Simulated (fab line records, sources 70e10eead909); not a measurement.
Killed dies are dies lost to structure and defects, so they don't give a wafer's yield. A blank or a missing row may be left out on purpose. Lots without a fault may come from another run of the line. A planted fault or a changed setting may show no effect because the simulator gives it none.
Which tool did it? | flow nand_harc | 10 lots, 30 wafers sampled, at 6 steps of a route of 1302

WHAT THE GAUGES READ, wafer by wafer
NHARC_END_SORT_01.
lot  | measured     | on        | killed_at_array | killed_at_other | killed_at_periphery | killed_dies | killed_open | killed_short
L748 | day 33 05:36 | prober-02 | 125 113 130     | 0 1 0           | 2 13 8              | 127 127 138 | 0 4 7       | 0 4 0
L749 | day 33 08:02 | prober-01 | 144 138 104     | 0 1 0           | 4 9 6               | 148 148 110 | 3 6 1       | 5 3 3

WHICH TOOL RAN EACH LOT (tool, then ch and the chambers of the sampled wafers, then the start)
lot  | NHARC_A_CONTACT_ETCH_76            | NHARC_A_CONTACT_ETCH_133             | NHARC_A_CONTACT_ETCH_106           | NHARC_A_CONTACT_DESCUM_13          | NHARC_A_CONTACT_ETCH_136
L734 | rie_diel-06 ch 1,3, day 24 20:42   | har_cap_etch-01 ch 0,1, day 24 23:38 | rie_diel-06 ch 0,1, day 25 01:41   | rie_diel-06 ch 0,2,3, day 25 10:45 | har_cap_etch-02 ch 0,1, day 25 12:23
L739 | rie_diel-02 ch 2,3, day 25 17:46   | har_cap_etch-03 ch 0,1, day 25 20:44 | rie_diel-06 ch 0,1,2, day 25 22:02 | rie_diel-09 ch 0,1,2, day 26 01:19 | har_cap_etch-02 ch 0,1, day 26 03:02
L740 | rie_diel-06 ch 1,3, day 26 06:17   | har_cap_etch-03 ch 0,1, day 26 09:19 | rie_diel-02 ch 0,1,2, day 26 10:34 | rie_diel-06 ch 0,1,3, day 26 15:34 | har_cap_etch-02 ch 1, day 26 17:13
L741 | rie_diel-09 ch 2,3, day 27 01:00   | har_cap_etch-02 ch 0, day 27 03:59   | rie_diel-09 ch 1,2,3, day 27 05:18 | rie_diel-09 ch 2,3, day 27 13:19   | har_cap_etch-03 ch 1, day 27 15:02
L744 | rie_diel-09 ch 0,2, day 28 21:07   | har_cap_etch-02 ch 0,1, day 29 00:10 | rie_diel-02 ch 1,3, day 29 01:52   | rie_diel-02 ch 0,2,3, day 29 07:12 | har_cap_etch-03 ch 0,1, day 29 10:02
L748 | rie_diel-09 ch 0,1, day 29 13:31   | har_cap_etch-01 ch 0,1, day 29 16:38 | rie_diel-09 ch 0,1,2, day 29 17:47 | rie_diel-02 ch 2,3, day 30 05:16   | har_cap_etch-03 ch 0,1, day 30 07:12
L749 | rie_diel-09 ch 1,2,3, day 30 04:58 | har_cap_etch-02 ch 1, day 30 08:00   | rie_diel-02 ch 0,1, day 30 09:31   | rie_diel-02 ch 1,3, day 30 14:36   | har_cap_etch-03 ch 0, day 30 16:11
L750 | rie_diel-06 ch 0,1,3, day 30 07:59 | har_cap_etch-01 ch 0,1, day 30 11:05 | rie_diel-02 ch 0,1,2, day 30 12:23 | rie_diel-09 ch 1,3, day 30 15:34   | har_cap_etch-02 ch 0,1, day 30 17:13
L751 | rie_diel-02 ch 0,1,3, day 31 07:42 | har_cap_etch-03 ch 0,1, day 31 10:44 | rie_diel-06 ch 0,1,2, day 31 12:28 | rie_diel-02 ch 1,2,3, day 31 15:46 | har_cap_etch-02 ch 0,1, day 31 17:34
L753 | rie_diel-06 ch 1,2,3, day 31 10:50 | har_cap_etch-02 ch 0,1, day 31 13:55 | rie_diel-06 ch 0,1,3, day 31 15:15 | rie_diel-06 ch 1,2,3, day 31 18:37 | har_cap_etch-01 ch 0,1, day 31 20:14
- NHARC_A_CONTACT_ETCH_76: etches the open film in N2/H2, target depth 260 nm, time 475.3 s.
- NHARC_A_CONTACT_ETCH_133: etches the open film in C4F8/O2/Ar, time 374 s, target depth 1610 nm.
- NHARC_A_CONTACT_ETCH_106: etches the open film in CF4/O2, target depth 90 nm, overetch 9 nm, time 49.5 s.
- NHARC_A_CONTACT_DESCUM_13: chemistry O2, time 3 s.
- NHARC_A_CONTACT_ETCH_136: etches the open film in C4F8/O2/Ar, time 311 s, target depth 1912 nm.

WHAT THE TOOLS THEMSELVES READ (means of the sampled wafers that have a number; where no wafer has one, the mark that the record gives instead)
NHARC_A_CONTACT_ETCH_76.
lot  | tool        | drypump_motor_current_A (A) | oes_product_au (a.u.) | rf_fwd_power_W (W) | rf_vpp_V (V) | showerhead_plenum_p_Torr (Torr) | throttle_valve_pct (%)
L734 | rie_diel-06 | 5.1                         | 0.995                 | 399.4              | 428.0        | 1.96                            | 14.172
L739 | rie_diel-02 | 6.2                         | 1.014                 | 399.3              | 429.9        | 2.03                            | 14.172
L740 | rie_diel-06 | 5.2                         | 0.993                 | 398.8              | 428.6        | 1.96                            | 14.164
L741 | rie_diel-09 | 6.0                         | 1.002                 | 400.7              | 429.3        | 1.97                            | 14.180
L744 | rie_diel-09 | 5.3                         | 1.005                 | 399.4              | 429.9        | 2.00                            | 14.177
L748 | rie_diel-09 | 5.4                         | 1.003                 | 399.9              | 429.2        | 1.99                            | 14.166
L749 | rie_diel-09 | 5.8                         | 1.000                 | 399.3              | 432.9        | 2.17                            | 14.172
L750 | rie_diel-06 | 5.4                         | 0.988                 | 399.3              | 429.8        | 2.04                            | 14.177
L751 | rie_diel-02 | 6.1                         | 1.010                 | 400.1              | 431.3        | 2.10                            | 14.169
L753 | rie_diel-06 | 5.4                         | 0.992                 | 399.5              | 427.9        | 1.97                            | 14.174

NHARC_A_CONTACT_ETCH_106.
lot  | tool        | drypump_motor_current_A (A) | oes_product_au (a.u.) | rf_fwd_power_W (W) | rf_vpp_V (V) | showerhead_plenum_p_Torr (Torr) | throttle_valve_pct (%)
L734 | rie_diel-06 | 5.6                         | 1.004                 | 297.1              | 198.8        | 1.39                            | 13.398
L739 | rie_diel-06 | 5.6                         | 0.997                 | 297.1              | 198.1        | 1.35                            | 13.393
L740 | rie_diel-02 | 5.9                         | 1.003                 | 296.0              | 197.7        | 1.33                            | 13.410
L741 | rie_diel-09 | 5.8                         | 0.998                 | 295.3              | 198.7        | 1.35                            | 13.396
L744 | rie_diel-02 | 6.2                         | 1.027                 | 296.9              | 197.5        | 1.35                            | 13.405
L748 | rie_diel-09 | 5.4                         | 1.005                 | 297.4              | 197.7        | 1.35                            | 13.394
L749 | rie_diel-02 | 5.9                         | 1.017                 | 297.4              | 198.6        | 1.37                            | 13.394
L750 | rie_diel-02 | 5.9                         | 1.008                 | 296.6              | 197.7        | 1.33                            | 13.398
L751 | rie_diel-06 | 5.6                         | 1.000                 | 296.3              | 198.3        | 1.34                            | 13.393
L753 | rie_diel-06 | 5.4                         | 0.996                 | 296.3              | 197.9        | 1.33                            | 13.403

NHARC_A_CONTACT_DESCUM_13.
lot  | tool        | drypump_motor_current_A (A) | oes_product_au (a.u.) | rf_vpp_V (V) | showerhead_plenum_p_Torr (Torr) | throttle_valve_pct (%)
L734 | rie_diel-06 | 5.6                         | 0.994                 | 57.9         | 1.93                            | 11.314
L739 | rie_diel-09 | 5.4                         | 1.000                 | 58.0         | 1.95                            | 11.315
L740 | rie_diel-06 | 5.4                         | 0.999                 | 57.3         | 1.91                            | 11.307
L741 | rie_diel-09 | 5.6                         | 0.997                 | 57.3         | 1.93                            | 11.309
L744 | rie_diel-02 | 6.1                         | 1.010                 | 57.9         | 1.95                            | 11.310
L748 | rie_diel-02 | 6.4                         | 1.016                 | 57.8         | 1.96                            | 11.317
L749 | rie_diel-02 | 6.2                         | 1.020                 | 57.7         | 1.93                            | 11.315
L750 | rie_diel-09 | 5.9                         | 1.004                 | 58.3         | 2.02                            | 11.307
L751 | rie_diel-02 | 6.2                         | 1.016                 | 57.9         | 1.91                            | 11.309
L753 | rie_diel-06 | 5.3                         | 1.003                 | 57.1         | 1.85                            | 11.314

THE ANSWER, worked out from the rows above alone
Rule: what is usual is taken from the lots themselves. Put in order of their means at a reading, lots are off if they are a third of the lots or fewer, leave a main group of 4 or more, and stand apart from it by a gap of 3 or more times the standard deviation of the main group's means; of several such gaps the widest counts. A main group whose means are all the same, to the digits that the tables above print for the reading, isn't used. A lot without any number at a reading at which 4 lots or more have one is off too. The other lots that the step has rows for count as sound. The gauges are gone through in route order, then the tools' own readings, and for those a lot's mean is taken as printed above. The first step at which some lot is off is used, and at that step the reading that is off furthest; a lot without a number counts as furthest.
No lot is off at any reading shown: from this, nothing can be told.

WHAT THE SIMULATOR HAD PUT IN
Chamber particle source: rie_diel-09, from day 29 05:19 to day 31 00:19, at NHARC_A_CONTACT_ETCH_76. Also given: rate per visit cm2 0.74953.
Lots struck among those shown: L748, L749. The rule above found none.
